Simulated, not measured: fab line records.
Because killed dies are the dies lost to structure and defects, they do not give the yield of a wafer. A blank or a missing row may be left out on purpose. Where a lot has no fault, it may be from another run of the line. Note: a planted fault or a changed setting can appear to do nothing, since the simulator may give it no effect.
Which tool did it? + flow nand-harc + 11 lots with 33 wafers sampled at 5 steps, on a route of 1302 steps

## WHAT THE GAUGES READ, wafer by wafer
NHARC_P_M0_THK_MEAS_24: measures by xrf. Usual: thk-nm reads 117.6 nm (standard deviation 1.4).
| lot  | measured     | on            | thk-nm (nm)       | flag |
|------|--------------|---------------|-------------------|------|
| L925 | day 6 08:13  | film-metro-01 | 116.4 116.2 118.9 |      |
| L924 | day 6 09:01  | film-metro-01 | 118.3 117.3 120.2 |      |
| L926 | day 7 04:43  | film-metro-01 | 118.1 116.6 118.0 |      |
| L935 | day 10 14:56 | film-metro-02 | 115.2 116.4 117.2 |      |
| L936 | day 11 07:59 | film-metro-01 | 118.1 115.6 116.8 |      |
| L940 | day 12 20:33 | film-metro-01 | 117.3 115.7 118.2 |      |
| L943 | day 14 06:54 | film-metro-02 | 119.0 115.3 118.8 |      |
| L944 | day 14 11:55 | film-metro-02 | 115.5 117.4 115.7 |      |
| L945 | day 14 18:09 | film-metro-02 | 119.0 117.6 118.3 |      |
| L946 | day 15 15:08 | film-metro-01 | 116.3 112.7 118.0 |      |
| L947 | day 15 15:40 | film-metro-01 | 119.3 115.8 116.9 |      |

NHARC_P_M1_THK_MEAS_24: measures by xrf. Usual: thk-nm reads 157.9 nm (standard deviation 1.4).
| lot  | measured     | on            | thk-nm (nm)       | flag |
|------|--------------|---------------|-------------------|------|
| L925 | day 6 12:43  | film-metro-02 | 160.1 157.1 159.1 |      |
| L924 | day 6 13:16  | film-metro-02 | 159.1 158.2 156.1 |      |
| L926 | day 7 08:46  | film-metro-02 | 157.2 159.7 157.5 |      |
| L935 | day 10 18:56 | film-metro-01 | 157.8 158.4 157.7 |      |
| L936 | day 11 12:00 | film-metro-02 | 157.7 158.0 157.8 |      |
| L940 | day 13 00:48 | film-metro-01 | 157.4 159.8 156.3 |      |
| L943 | day 14 11:22 | film-metro-01 | 157.5 157.3 156.9 |      |
| L944 | day 14 16:24 | film-metro-02 | 156.7 154.5 155.9 |      |
| L945 | day 14 22:25 | film-metro-01 | 158.9 160.1 159.5 |      |
| L946 | day 15 19:14 | film-metro-01 | 156.7 157.6 157.2 |      |
| L947 | day 15 20:09 | film-metro-01 | 157.6 158.7 156.1 |      |

NHARC_END_SORT_01. Usual: defect-limited-yield is 91.0 % with standard deviation 2.8, killed-at-array is 56 with standard deviation 18, killed-at-other is 1.4 with standard deviation 1.5, killed-at-periphery is 4 with standard deviation 3.1, killed-dies is 61 with standard deviation 19, killed-open is 3.5 with standard deviation 1.8, and killed-short is 2.4 with standard deviation 1.4.
| lot  | measured     | on        | defect-limited-yield (%) | killed-at-array | killed-at-other | killed-at-periphery | killed-dies | killed-open | killed-short | flag |
|------|--------------|-----------|--------------------------|-----------------|-----------------|---------------------|-------------|-------------|--------------|------|
| L925 | day 24 10:09 | prober-01 | 95.4 97.0 96.0           | 27 17 21        | 1 2 0           | 3 1 6               | 31 20 27    | 3 1 5       | 3 4 2        |      |
| L924 | day 24 10:59 | prober-02 | 90.5 90.4 87.4           | 63 64 81        | 0 1 0           | 1 0 4               | 64 65 85    | 2 3 3       | 2 1 5        |      |
| L926 | day 25 16:57 | prober-01 | 90.0 90.8 90.7           | 60 54 54        | 2 3 1           | 6 5 8               | 68 62 63    | 3 7 3       | 1 1 2        |      |
| L935 | day 29 12:19 | prober-02 | 91.0 91.9 92.2           | 50 45 46        | 4 5 0           | 7 5 7               | 61 55 53    | 7 2 3       | 2 3 0        |      |
| L936 | day 30 13:32 | prober-01 | 88.2 88.8 87.7           | 75 72 80        | 0 0 0           | 5 4 3               | 80 76 83    | 3 2 3       | 2 5 4        |      |
| L940 | day 31 01:46 | prober-01 | 90.8 89.2 89.4           | 54 68 64        | 1 3 1           | 7 2 7               | 62 73 72    | 1 3 4       | 1 3 0        |      |
| L943 | day 32 20:09 | prober-01 | 94.5 94.5 95.6           | 34 35 28        | 0 0 0           | 3 2 2               | 37 37 30    | 5 2 2       | 0 2 2        |      |
| L944 | day 33 03:10 | prober-01 | 84.6 85.5 88.2           | 99 93 78        | 4 4 0           | 1 1 2               | 104 98 80   | 1 3 0       | 1 5 4        |      |
| L945 | day 33 02:40 | prober-02 | 90.5 92.6 92.2           | 59 46 45        | 3 0 3           | 2 4 5               | 64 50 53    | 4 3 1       | 0 3 0        |      |
| L946 | day 33 22:32 | prober-01 | 90.0 84.8 86.7           | 61 97 83        | 2 4 2           | 5 2 5               | 68 103 90   | 3 5 2       | 2 3 2        |      |
| L947 | day 34 07:28 | prober-02 | 94.2 95.9 95.6           | 39 26 29        | 0 0 0           | 0 2 1               | 39 28 30    | 4 2 0       | 6 1 4        |      |

## WHICH TOOL RAN EACH LOT (tool, then ch and the chambers of the sampled wafers, then the start)
| lot  | NHARC_P_M0_CMP_23             | NHARC_P_M1_ETCH_28                 |
|------|-------------------------------|------------------------------------|
| L925 | cmp-02 ch 0,1, day 6 07:54    | rie-diel-13 ch 0,3, day 6 10:37    |
| L924 | cmp-04 ch 0,1,2, day 6 08:43  | rie-diel-12 ch 0,2,3, day 6 11:29  |
| L926 | cmp-02 ch 1,2,3, day 7 04:27  | rie-diel-12 ch 0,1, day 7 06:58    |
| L935 | cmp-04 ch 0,2,3, day 10 14:37 | rie-diel-06 ch 0,1,2, day 10 17:08 |
| L936 | cmp-04 ch 0,2,3, day 11 07:44 | rie-diel-06 ch 0,1,2, day 11 10:14 |
| L940 | cmp-02 ch 1,2,3, day 12 20:16 | rie-diel-12 ch 2,3, day 12 23:00   |
| L943 | cmp-01 ch 2,3, day 14 06:37   | rie-diel-13 ch 0,1,3, day 14 09:19 |
| L944 | cmp-04 ch 0,2,3, day 14 11:36 | rie-diel-06 ch 0,1,2, day 14 14:35 |
| L945 | cmp-01 ch 0,2, day 14 17:50   | rie-diel-13 ch 1,2,3, day 14 20:37 |
| L946 | cmp-01 ch 1,2,3, day 15 14:55 | rie-diel-06 ch 0,2,3, day 15 17:25 |
| L947 | cmp-04 ch 1,3, day 15 15:23   | rie-diel-06 ch 1,3, day 15 18:22   |
- NHARC_P_M0_CMP_23: polishes, t overpolish 20 s, target thk 117.54 nm.
- NHARC_P_M1_ETCH_28: etches the open film in CF4/N2, target depth 30 nm, time 72.99 s.

## AS READ BY THE TOOLS THEMSELVES (means over the sampled wafers that have a number; for cases with no such wafer, the mark the record gives instead)
NHARC_P_M0_CMP_23. Usual: motor-current-A 12.4 A, standard deviation 1.6; time-to-endpoint-s 28.7 s, standard deviation 2.6.
| lot  | tool   | motor-current-A (A) | time-to-endpoint-s (s) | flag |
|------|--------|---------------------|------------------------|------|
| L925 | cmp-02 | 13.5                | 31.1                   |      |
| L924 | cmp-04 | 12.5                | 28.8                   |      |
| L926 | cmp-02 | 13.0                | 30.2                   |      |
| L935 | cmp-04 | 12.1                | 28.5                   |      |
| L936 | cmp-04 | 12.0                | 28.0                   |      |
| L940 | cmp-02 | 12.0                | 25.7                   |      |
| L943 | cmp-01 | 12.3                | 31.3                   |      |
| L944 | cmp-04 | 11.6                | 29.0                   |      |
| L945 | cmp-01 | 12.4                | 30.0                   |      |
| L946 | cmp-01 | 14.0                | 30.2                   |      |
| L947 | cmp-04 | 11.2                | 31.7                   |      |

NHARC_P_M1_ETCH_28. Usual: drypump-motor-current-A 5.6 A, standard deviation 0.41; mfc-ar-sccm 150.0 sccm, standard deviation 0.46; oes-product-au 1.001 a.u., standard deviation 0.0091; rf-fwd-power-W 297.5 W, standard deviation 0.98; rf-vpp-V 313.9 V, standard deviation 2.3; run-length-s 94.6 s, standard deviation 0.52; showerhead-plenum-p-Torr 2.60 Torr, standard deviation 0.13; throttle-valve-pct 19.794 %, standard deviation 0.009.
| lot  | tool        | drypump-motor-current-A (A) | mfc-ar-sccm (sccm) | oes-product-au (a.u.) | rf-fwd-power-W (W) | rf-vpp-V (V) | run-length-s (s) | showerhead-plenum-p-Torr (Torr) | throttle-valve-pct (%) | flag |
|------|-------------|-----------------------------|--------------------|-----------------------|--------------------|--------------|------------------|---------------------------------|------------------------|------|
| L925 | rie-diel-13 | 5.5                         | 150.2              | 1.004                 | 296.9              | 315.6        | 94.3             | 2.68                            | 19.800                 |      |
| L924 | rie-diel-12 | 5.3                         | 149.9              | 0.992                 | 296.8              | 314.4        | 94.3             | 2.63                            | 19.778                 |      |
| L926 | rie-diel-12 | 5.7                         | 150.0              | 0.993                 | 297.7              | 315.7        | 95.0             | 2.70                            | 19.800                 |      |
| L935 | rie-diel-06 | 5.9                         | 150.3              | 0.996                 | 297.9              | 313.6        | 88.2             | 2.56                            | 19.795                 | OFF  |
| L936 | rie-diel-06 | 5.9                         | 150.0              | 1.005                 | 297.9              | 313.2        | 88.2             | 2.56                            | 19.794                 | OFF  |
| L940 | rie-diel-12 | 5.2                         | 149.6              | 0.998                 | 296.6              | 313.1        | 94.3             | 2.53                            | 19.798                 |      |
| L943 | rie-diel-13 | 5.6                         | 150.2              | 0.998                 | 298.0              | 314.2        | 94.1             | 2.62                            | 19.797                 |      |
| L944 | rie-diel-06 | 5.9                         | 149.7              | 1.001                 | 297.6              | 314.0        | 94.7             | 2.56                            | 19.796                 |      |
| L945 | rie-diel-13 | 5.5                         | 150.1              | 0.996                 | 298.0              | 314.8        | 94.2             | 2.64                            | 19.792                 |      |
| L946 | rie-diel-06 | 5.8                         | 149.7              | 1.003                 | 296.8              | 313.7        | 94.9             | 2.62                            | 19.790                 |      |
| L947 | rie-diel-06 | 5.5                         | 150.0              | 1.007                 | 297.4              | 311.9        | 95.0             | 2.51                            | 19.796                 |      |

## THE ANSWER, worked out from the rows above alone
Rule: lot off if the mean of its wafers having a number is beyond 3 standard deviations from the usual mean. A lot without any number at a reading at which 4 lots or more have one is off too. Any other lot the step has rows for is counted as sound. The gauges are gone through in route order, then the tools' own readings, and for those a lot's mean is taken as printed above. At the first step where some lot is off, the reading lying furthest off is the one used; lots without a number count as furthest.
Off at NHARC_P_M1_ETCH_28 (run-length-s): L935, L936.
If a tool, at that step or one of the process steps before it, ran each lot that is off and ran no sound lot following the first of them, it fits. None of those tried fits.

## WHAT THE SIMULATOR HAD PUT IN
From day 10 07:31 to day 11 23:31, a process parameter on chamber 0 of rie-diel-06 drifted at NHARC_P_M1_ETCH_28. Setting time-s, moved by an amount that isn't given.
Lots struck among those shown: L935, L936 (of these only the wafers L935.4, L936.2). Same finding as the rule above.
